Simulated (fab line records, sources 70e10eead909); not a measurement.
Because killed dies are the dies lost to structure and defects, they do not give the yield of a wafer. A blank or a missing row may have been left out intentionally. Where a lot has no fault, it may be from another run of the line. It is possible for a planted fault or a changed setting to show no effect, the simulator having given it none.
A lot that was struck, set against a sound lot	flow nand-harc	16 out of 1302 route steps
Sound: the wafers L286.1, L286.2, L286.3. Wafers struck: L298.2, L298.3, L298.4. The cause comes at the end.
At each step with rows: each side's tool, then ch and its chambers, then its first start. Under that, the readings that differ: sound wafers	struck wafers	difference of the means	sigmas: that difference in standard deviations of wafers without a fault.
alike: words and numbers the same on both sides, and readings whose means are apart by under 2 such deviations; not compared: readings that were withheld, readings missing a value for some wafer, numbers with overlapping values and no deviation given by the record, and bounds like >300 which may hide the same value.
Wherever a step has rows on one side only, a row that says differs or no value, or a row with sigmas, the two part there. When numbers do not overlap yet have no deviation, they are printed without sigmas and do not part them. A reading that every wafer of one side lacks parts them only if that side has two wafers or more.

NHARC_A_DECK1_JOINT_INSPECT_05:
  sound on defect-inspect-01 at day 13 17:26; struck on defect-inspect-02 at day 18 19:53
  alike: raw-defect-count
following that, 1 step holds no rows for these wafers, namely NHARC_A_ONON_D2_DEP_00 (target thickness 1000 nm).
NHARC_A_ONON_D2_THK_MEAS_02: measures by ellipsometry.
  sound on film-metro-01 at day 13 18:00; struck on film-metro-02 at day 18 20:28
  alike: thk-nm
following that, 1 step holds no rows for these wafers, namely NHARC_A_ONON_D2_DEP_03 (target thickness 1000 nm).
NHARC_A_ONON_D2_THK_MEAS_05: measures by ellipsometry.
  sound on film-metro-02 at day 13 18:34; struck on film-metro-01 at day 18 21:02
  alike: thk-nm
following that, 1 step holds no rows for these wafers, namely NHARC_A_ONON_D2_DEP_06 (target thickness 1000 nm).
NHARC_A_ONON_D2_THK_MEAS_08: measures by ellipsometry.
  sound on film-metro-01 at day 13 19:08; struck on film-metro-01 at day 18 21:35
  alike: thk-nm
following that, 1 step holds no rows for these wafers, namely NHARC_A_ONON_D2_DEP_09 (target thickness 1000 nm).
NHARC_A_ONON_D2_THK_MEAS_11: measures by ellipsometry.
  sound on film-metro-02 at day 13 19:41; struck on film-metro-02 at day 18 22:10
reading	sound	struck	difference	sigmas
thk-nm (nm)	1008 1008 1009	989 989 988	-20	-2
following that, 1 step holds no rows for these wafers, namely NHARC_A_ONON_D2_DEP_12 (target thickness 1000 nm).
NHARC_A_ONON_D2_THK_MEAS_14: measures by ellipsometry.
  sound on film-metro-01 at day 13 20:16; struck on film-metro-02 at day 18 22:43
  alike: thk-nm
then, 1 step without rows for these wafers: NHARC_A_ONON_D2_ANNEAL_15 (time 3600 s).
NHARC_A_ONON_D2_DEP_16: target thk 1000 nm.
  sound on pecvd-onon-01 ch 0, day 14 03:19; struck on pecvd-onon-02 ch 0, day 19 08:39
  alike: susceptor-temp-C
NHARC_A_ONON_D2_THK_MEAS_18: measures by ellipsometry.
  sound on film-metro-02 at day 14 03:49; struck on film-metro-01 at day 19 09:06
reading	sound	struck	difference	sigmas
thk-nm (nm)	982 984 983	1530 1532 1530	+548	+60
following that, 1 step holds no rows for these wafers, namely NHARC_A_ONON_D2_DEP_19 (target thickness 1000 nm).
-- jump in the record: it breaks off in module A_ONON_D2 and resumes in module END (first step shown: number 1302 of the route), and 11 days separate the struck wafers' starts before and after --
NHARC_END_SORT_01:
  sound on prober-01 ch 0, day 25 15:11; struck on prober-01 ch 0, day 30 18:57
reading	sound	struck	difference	sigmas
killed-at-array	80 74 83	671 674 671	+593	+33
killed-dies	81 76 90	677 677 677	+595	+33
  alike: killed-at-other, killed-at-periphery, killed-open, killed-short

WHERE THEY PART
First at NHARC_A_ONON_D2_THK_MEAS_11; last, within this record, at NHARC_END_SORT_01.

WHY: what the simulator had put in
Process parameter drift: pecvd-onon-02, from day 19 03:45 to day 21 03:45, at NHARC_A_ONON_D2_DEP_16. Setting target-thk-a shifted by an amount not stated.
